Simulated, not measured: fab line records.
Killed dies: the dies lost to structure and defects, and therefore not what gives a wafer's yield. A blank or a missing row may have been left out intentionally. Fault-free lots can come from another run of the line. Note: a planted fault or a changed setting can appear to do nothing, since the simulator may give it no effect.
Chamber matching    flow nand_harc    3 sister chambers for NHARC_A_SGD_CUT_DEP_00 on pecvd-04
The step deposits SiNx, target thk 50 nm. 6 wafers are shown with their chamber, then 7 later ones without.

## EACH WAFER AND ITS CHAMBER
wafer   chamber  heater_power_outer_w (W)  heater_power_w (W)
L077.1  1        434                       695
L077.6  0        499                       804
L079.3  1        339                       605
L079.5  2        463                       741
L080.3  2        469                       770
L080.4  0        414                       661

## WAFERS WITHOUT THEIR CHAMBER
wafer   heater_power_outer_w (W)  heater_power_w (W)
L080.5  466                       803
L085.2  455                       755
L085.3  463                       779
L085.5  350                       596
L089.2  452                       772
L089.4  361                       617
L089.5  445                       748

## THE CHAMBER EACH PASSED THROUGH
wafer   from the rows above           in truth
L080.5  can't be placed: 2 or 0 or 1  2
L085.2  can't be placed: 2 or 0 or 1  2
L085.3  can't be placed: 2 or 0       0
L085.5  can't be placed: 1 or 0       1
L089.2  can't be placed: 2 or 0 or 1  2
L089.4  can't be placed: 1 or 0       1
L089.5  can't be placed: 0 or 2 or 1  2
0 of 7 placed correctly. Unplaceable from these rows: 7, with the true chamber sitting among the candidates in 7. Placed wrongly: 0.
How it was worked out, from the rows above alone: a wafer's distance from a chamber is the root of the sum, over the readings, of the square of ((its reading less the chamber's mean) divided by the reading's scatter). The wafer belongs to the nearest chamber; if the next one is less than 2 further off, it can't be placed. A chamber's mean is the mean of its shown wafers. How the scatter is found: for the shown wafers, subtract from each reading the mean of its chamber, square and add these, divide the total by (wafers less chambers), then take the root.
